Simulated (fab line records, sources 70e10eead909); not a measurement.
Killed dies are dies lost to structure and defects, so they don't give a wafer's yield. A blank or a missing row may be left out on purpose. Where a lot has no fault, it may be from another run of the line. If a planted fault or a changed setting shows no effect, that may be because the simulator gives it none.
Chamber matching | flow nand harc | NHARC_A_BLC_STRIP_29 on rie diel-11 has 4 sister chambers
The step strips in CF4. 4 wafers are shown with their chamber, then 7 later ones without.

== EACH WAFER AND ITS CHAMBER ==
wafer  | chamber | drypump motor current A (A)
L081.5 | 3       | 5.9
L087.3 | 2       | 6.5
L090.2 | 1       | 5.2
L090.3 | 0       | 6.0

== WAFERS WITH NO CHAMBER GIVEN ==
wafer  | drypump motor current A (A)
L090.4 | 6.5
L089.1 | 6.1
L089.2 | 5.2
L089.5 | 6.5
L093.3 | 5.9
L093.5 | 5.9
L093.6 | 6.5

== THE CHAMBER EACH PASSED THROUGH ==
wafer  | from the rows above | in truth
L090.4 | 2                   | 2
L089.1 | 0                   | 0
L089.2 | 1                   | 1
L089.5 | 2                   | 2
L093.3 | 3                   | 3
L093.5 | 3                   | 3
L093.6 | 2                   | 2
Correctly placed: 7 of 7. Left unplaced by these rows: 0. 0 placed wrongly.
How it was worked out, from the rows above alone: a wafer's distance from a chamber is the root of the sum, over the readings, of the square of ((its reading less the chamber's mean) divided by the reading's scatter). If the next closest chamber is less than 2 further off than the closest, the wafer can't be placed; otherwise it belongs to the closest. A chamber's mean is the mean of its shown wafers. The scatter: root of mean squared gap, hidden wafer to nearest shown wafer, with one shown wafer a chamber.
